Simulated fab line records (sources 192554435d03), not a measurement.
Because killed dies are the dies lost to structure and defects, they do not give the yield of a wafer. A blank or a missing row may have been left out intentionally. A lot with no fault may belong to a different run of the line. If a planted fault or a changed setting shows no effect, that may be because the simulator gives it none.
Which tool did it?	flow n5_finfet	11 lots, 31 wafers sampled, at 5 steps of a route of 1938

## WHAT THE GAUGES SHOWED, per wafer
Not one reading of a measure or inspect step in the record can be checked against a usual standard deviation.

## WHAT TOOL EACH LOT RAN ON (gives the tool, then ch and the chambers of the sampled wafers, and finally the start)
lot	N5_MOL_CONTACT_COAG_CONTACT_ETCH_14	N5_MOL_CONTACT_COAG_ETCH_110	N5_MOL_CONTACT_COAG_ALD_20	N5_MOL_CONTACT_COAG_PRE_CLEAN_141	N5_PASSIVATION_PROBE_49
L545	rie_diel-06 ch 0,3, day 4 19:55	rie_diel-06 ch 0,3, day 4 20:00	ald_metal-04 ch 1,2, day 4 20:43	pvd_sputter-02, day 4 23:02	-
L546	rie_diel-03 ch 0,2,3, day 5 05:23	rie_diel-03 ch 0,2,3, day 5 05:29	ald_metal-02 ch 0,2,3, day 5 06:38	pvd_sputter-03, day 5 07:28	-
L547	rie_diel-06 ch 0,3, day 5 12:41	rie_diel-06 ch 0,3, day 5 12:47	ald_metal-04 ch 2,3, day 5 13:31	pvd_sputter-02, day 5 15:13	-
L549	rie_diel-03 ch 0,3, day 5 16:00	rie_diel-03 ch 0,3, day 5 16:06	ald_metal-01 ch 0,1,2, day 5 17:38	pvd_sputter-03, day 5 18:46	-
L550	rie_diel-01 ch 1,2, day 6 01:02	rie_diel-01 ch 1,2, day 6 01:07	ald_metal-02 ch 0,2, day 6 01:49	pvd_sputter-02, day 6 04:26	-
L555	rie_diel-06 ch 2,3, day 7 15:41	rie_diel-06 ch 2,3, day 7 15:47	ald_metal-02 ch 0,1,3, day 7 17:20	pvd_sputter-03, day 7 18:08	-
L560	rie_diel-03 ch 1,3, day 8 16:20	rie_diel-03 ch 1,3, day 8 16:26	ald_metal-04 ch 0,1,3, day 8 17:08	pvd_sputter-01, day 8 19:44	prober-01, day 16 12:38
L563	rie_diel-06 ch 0,1,2, day 9 02:29	rie_diel-06 ch 0,1,2, day 9 02:34	ald_metal-01 ch 0,2,3, day 9 03:26	pvd_sputter-01, day 9 04:49	-
L566	rie_diel-06 ch 0,1,3, day 9 21:53	rie_diel-06 ch 0,1,3, day 9 21:59	ald_metal-01 ch 0,1,3, day 9 22:49	pvd_sputter-02, day 10 01:46	-
L567	rie_diel-01 ch 0,3, day 10 07:36	rie_diel-01 ch 0,3, day 10 07:42	ald_metal-01 ch 2,3, day 10 09:13	pvd_sputter-01, day 10 10:25	prober-02, day 19 15:58
L568	rie_diel-03 ch 1,3, day 10 14:04	rie_diel-03 ch 1,3, day 10 14:10	ald_metal-02 ch 0,2, day 10 15:20	pvd_sputter-03, day 10 16:20	-
- N5_MOL_CONTACT_COAG_CONTACT_ETCH_14: etches SiO2 in C4F6/O2, target depth 27.5 nm, overetch 8.5 nm, time 20 s.
- N5_MOL_CONTACT_COAG_ETCH_110: etches Si in CF4/O2, target depth 2.5 nm, time 8 s.
- N5_MOL_CONTACT_COAG_ALD_20: deposits TiN, target thk 1.5 nm, pulse time 1 s, purge time 3 s.
- N5_MOL_CONTACT_COAG_PRE_CLEAN_141: time 60 s.
- N5_PASSIVATION_PROBE_49

## AS READ BY THE TOOLS THEMSELVES (means over the sampled wafers that have a number; for cases with no such wafer, the mark the record gives instead)
N5_MOL_CONTACT_COAG_CONTACT_ETCH_14. Usual: for drypump_motor_current_A, 5.9 A with a standard deviation of 0.43; for oes_f_703_au, 0.77 a.u. with a standard deviation of 0.066; for oes_product_au, 0.67 a.u. with a standard deviation of 0.058; for rf_fwd_power_W, 363.8 W with a standard deviation of 2; for rf_vpp_V, 693.1 V with a standard deviation of 2.5; for showerhead_plenum_p_Torr, 2.90 Torr with a standard deviation of 0.074; for throttle_valve_pct, 21.32 % with a standard deviation of 0.27.
lot	tool	drypump_motor_current_A (A)	oes_f_703_au (a.u.)	oes_product_au (a.u.)	rf_fwd_power_W (W)	rf_vpp_V (V)	showerhead_plenum_p_Torr (Torr)	throttle_valve_pct (%)	flag
L545	rie_diel-06	5.6	0.83	0.72	366.3	697.3	3.01	21.32	
L546	rie_diel-03	5.9	0.78	0.67	361.9	691.6	2.86	21.14	
L547	rie_diel-06	5.5	0.83	0.74	363.7	695.8	3.00	21.36	
L549	rie_diel-03	6.2	0.81	0.66	360.9	691.7	2.88	21.41	
L550	rie_diel-01	6.1	0.81	0.72	365.5	692.0	2.87	21.36	
L555	rie_diel-06	5.3	0.79	0.71	363.0	693.7	2.93	21.33	
L560	rie_diel-03	5.8	0.81	0.70	361.8	692.7	2.88	21.27	
L563	rie_diel-06	5.9	0.73	0.64	364.5	694.4	2.94	21.35	
L566	rie_diel-06	5.9	0.75	0.65	363.9	695.0	2.98	21.47	
L567	rie_diel-01	6.3	0.73	0.62	364.4	694.0	2.91	21.49	
L568	rie_diel-03	6.0	0.78	0.70	360.8	691.6	2.83	21.09	

N5_MOL_CONTACT_COAG_ETCH_110. Usual: for drypump_motor_current_A, 5.9 A with a standard deviation of 0.43; for oes_f_703_au, 0.77 a.u. with a standard deviation of 0.066; for oes_product_au, 0.77 a.u. with a standard deviation of 0.07; for rf_fwd_power_W, 198.3 W with a standard deviation of 0.68; for rf_vpp_V, 127 V with a standard deviation of 3.9; for showerhead_plenum_p_Torr, 2.24 Torr with a standard deviation of 0.058; for throttle_valve_pct, 10.78 % with a standard deviation of 0.23.
lot	tool	drypump_motor_current_A (A)	oes_f_703_au (a.u.)	oes_product_au (a.u.)	rf_fwd_power_W (W)	rf_vpp_V (V)	showerhead_plenum_p_Torr (Torr)	throttle_valve_pct (%)	flag
L545	rie_diel-06	5.6	0.84	0.84	199.2	124	2.33	10.69	
L546	rie_diel-03	5.9	0.78	0.79	198.3	125	2.21	10.62	
L547	rie_diel-06	5.5	0.83	0.86	198.2	127	2.30	10.61	
L549	rie_diel-03	6.2	0.81	0.79	198.1	122	2.21	10.78	
L550	rie_diel-01	6.1	0.81	0.83	198.3	128	2.20	10.67	
L555	rie_diel-06	5.3	0.79	0.80	198.1	126	2.26	10.67	
L560	rie_diel-03	5.7	0.81	0.82	197.6	127	2.23	10.71	
L563	rie_diel-06	5.8	0.73	0.73	198.5	125	2.27	10.94	
L566	rie_diel-06	5.9	0.74	0.76	198.1	127	2.29	10.89	
L567	rie_diel-01	6.3	0.73	0.73	198.4	130	2.25	11.05	
L568	rie_diel-03	6.0	0.79	0.81	197.5	126	2.19	10.60	

N5_MOL_CONTACT_COAG_ALD_20. Usual: chamber_pressure_Torr 3.000 Torr, standard deviation 0.0067; heater_power_outer_w 559 W, standard deviation 69; heater_power_w 921 W, standard deviation 110; precursor_pulse_height_rel 0.997, standard deviation 0.018.
lot	tool	chamber_pressure_Torr (Torr)	heater_power_outer_w (W)	heater_power_w (W)	precursor_pulse_height_rel	flag
L545	ald_metal-04	2.997	556	964	0.983	
L546	ald_metal-02	3.000	544	912	1.002	
L547	ald_metal-04	3.004	521	916	1.000	
L549	ald_metal-01	3.003	562	896	1.000	
L550	ald_metal-02	3.006	576	958	1.004	
L555	ald_metal-02	2.996	620	987	1.009	
L560	ald_metal-04	3.009	523	873	1.000	
L563	ald_metal-01	2.998	542	873	1.004	
L566	ald_metal-01	3.002	544	863	1.004	
L567	ald_metal-01	3.006	528	898	0.997	
L568	ald_metal-02	2.993	545	921	1.002	

N5_MOL_CONTACT_COAG_PRE_CLEAN_141. Usual: heater_power_w at 467 W, with a standard deviation of 59.
lot	tool	heater_power_w (W)	flag
L545	pvd_sputter-02	501	
L546	pvd_sputter-03	460	
L547	pvd_sputter-02	460	
L549	pvd_sputter-03	455	
L550	pvd_sputter-02	407	
L555	pvd_sputter-03	454	
L560	pvd_sputter-01	522	
L563	pvd_sputter-01	465	
L566	pvd_sputter-02	437	
L567	pvd_sputter-01	557	
L568	pvd_sputter-03	466	

N5_PASSIVATION_PROBE_49. Usual: killed_at_M0_to_M3 33, standard deviation 11; killed_at_M4_up 13, standard deviation 5.2; killed_at_contacts 11, standard deviation 5.7; killed_at_front_end 39, standard deviation 11; killed_at_other 4, standard deviation 3; killed_dies 101, standard deviation 20; killed_open 66, standard deviation 15; killed_short 33, standard deviation 8.4.
lot	tool	killed_at_M0_to_M3	killed_at_M4_up	killed_at_contacts	killed_at_front_end	killed_at_other	killed_dies	killed_open	killed_short	flag
L560	prober-01	38	16	7	41	7	108	67	41	
L567	prober-02	26	18	18	38	2	102	61	36	

## THE ANSWER, worked out from the rows above alone
Rule: take the mean of a lot's wafers that have a number; if it is more than 3 standard deviations from the usual mean, the lot is off. Also off: a lot with no number at a reading for which 4 or more lots have one. The other lots that the step has rows for count as sound. The gauges are gone through in route order, then the tools' own readings, and for those a lot's mean is taken as printed above. The first step at which some lot is off is used, and at that step the reading that is off furthest; a lot without a number counts as furthest.
No lot is off at any reading shown: from this, nothing can be told.

## WHAT WAS PUT IN BY THE SIMULATOR
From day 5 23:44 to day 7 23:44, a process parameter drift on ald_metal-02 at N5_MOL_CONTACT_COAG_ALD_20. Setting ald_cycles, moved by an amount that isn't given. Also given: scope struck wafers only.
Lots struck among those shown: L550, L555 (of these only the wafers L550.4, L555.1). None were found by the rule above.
